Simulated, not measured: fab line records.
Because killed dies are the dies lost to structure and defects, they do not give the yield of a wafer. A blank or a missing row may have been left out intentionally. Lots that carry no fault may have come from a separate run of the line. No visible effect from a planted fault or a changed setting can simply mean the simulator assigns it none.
Split-lot trial	flow n5 finfet	21 wafers read across 7 lots, on a route 1938 steps long

## THE SPLIT
At N5_ZERO_LAYER_EXPOSE_08 (exposes mask ZERO, defocus 0 nm, target cd 2000 nm), the setting dose mj was moved away from the recipe's 16.2 on 9 of the 21 wafers read, by -7.0% to +6.9%. For the rest of the wafers, this setting stayed at what the recipe calls for.

## FROM THE SPLIT TO THE READING: what the file shows between them, 3 steps
- N5_ZERO_LAYER_PEB_09
- N5_ZERO_LAYER_DEVELOP_10: develop time 60 s
- N5_ZERO_LAYER_HARDBAKE_23: time 120 s

## THE READING
cd nm at N5_ZERO_LAYER_CD_MEAS_11, given in nm (cd target 2000 nm). Typical for fault-free wafers on this fab line: 2000.2 nm, with standard deviation 1.5 nm.

wafer	tool, chamber at the split	dose mj as run	against the recipe	cd nm, nm	against lot-mates on the recipe
L076.1	krf scanner-02, 0	16.55	+2.2%	2009.3	no lot-mate on the recipe
L076.5	krf scanner-02, 0	16.55	+2.2%	2005.1	no lot-mate on the recipe
L076.6	krf scanner-02, 0	16.55	+2.2%	2008.6	no lot-mate on the recipe
L080.4	krf scanner-01, 0	17.21	+6.2%	2008.8	+9.7
L080.5	krf scanner-01, 0	16.2	recipe	2000.0	-
L080.6	krf scanner-01, 0	16.2	recipe	1998.2	-
L082.3	krf scanner-01, 0	15.06	-7.0%	1985.2	-13.2
L082.4	krf scanner-01, 0	15.06	-7.0%	1986.2	-12.2
L082.6	krf scanner-01, 0	16.2	recipe	1998.4	-
L083.3	krf scanner-02, 0	16.2	recipe	1998.9	-
L083.4	krf scanner-02, 0	16.2	recipe	2001.2	-
L083.5	krf scanner-02, 0	16.2	recipe	1999.8	-
L084.1	krf scanner-01, 0	16.2	recipe	1999.8	-
L084.3	krf scanner-01, 0	15.89	-1.9%	1995.9	-3.9
L084.6	krf scanner-01, 0	15.89	-1.9%	1996.9	-2.9
L085.1	krf scanner-02, 0	16.2	recipe	1997.7	-
L085.3	krf scanner-02, 0	16.2	recipe	1999.8	-
L085.6	krf scanner-02, 0	16.2	recipe	1999.8	-
L096.3	krf scanner-01, 0	16.2	recipe	1999.3	-
L096.5	krf scanner-01, 0	16.2	recipe	1999.1	-
L096.6	krf scanner-01, 0	17.32	+6.9%	2013.0	+13.8

THE FIT
A straight line over all 21 wafers: cd nm changes by +1.98 nm for each +1% of dose mj; r = +0.96; the points scatter about the line by 2 nm.
The same after taking each lot's own level away (the mean of its wafers on the recipe; 18 wafers): +1.8 nm for each +1%; r = +0.99; scatter 0.88 nm.
Per that fit: largest dose mj move, reading shift of 13 nm.
Measured against the standard deviation above, the lots' own levels, which go from 1998.40 to 1999.97 nm, span 1.0 times it.
The two slopes agree, so the slope changes little with the lot-to-lot level.
Check: with one of the wafers moved furthest among these (-7.0%) left out of the fit, the line predicts -12.5 nm for it against its lot-mates. It came out at -13.2 nm against them.

## THE WHOLE CHAIN: every reading that the file lists as answering this split, in the file's order
step	what it does	reading	change (the file's fit)	r (the file's)
N5_ZERO_LAYER_CD_MEAS_11	target cd 2000 nm	cd nm	+1.8 nm for each +1% of the setting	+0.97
N5_ZERO_LAYER_DESCUM_16	chemistry O2, time 7.9 s	ZERO_LAYER.cd nm (the simulator's own value, which no gauge read)	+1.8 nm for each +1% of the setting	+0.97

## FILE'S OWN FIT
cd nm changes by +1.8 nm for each +1% of dose mj, r = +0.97.
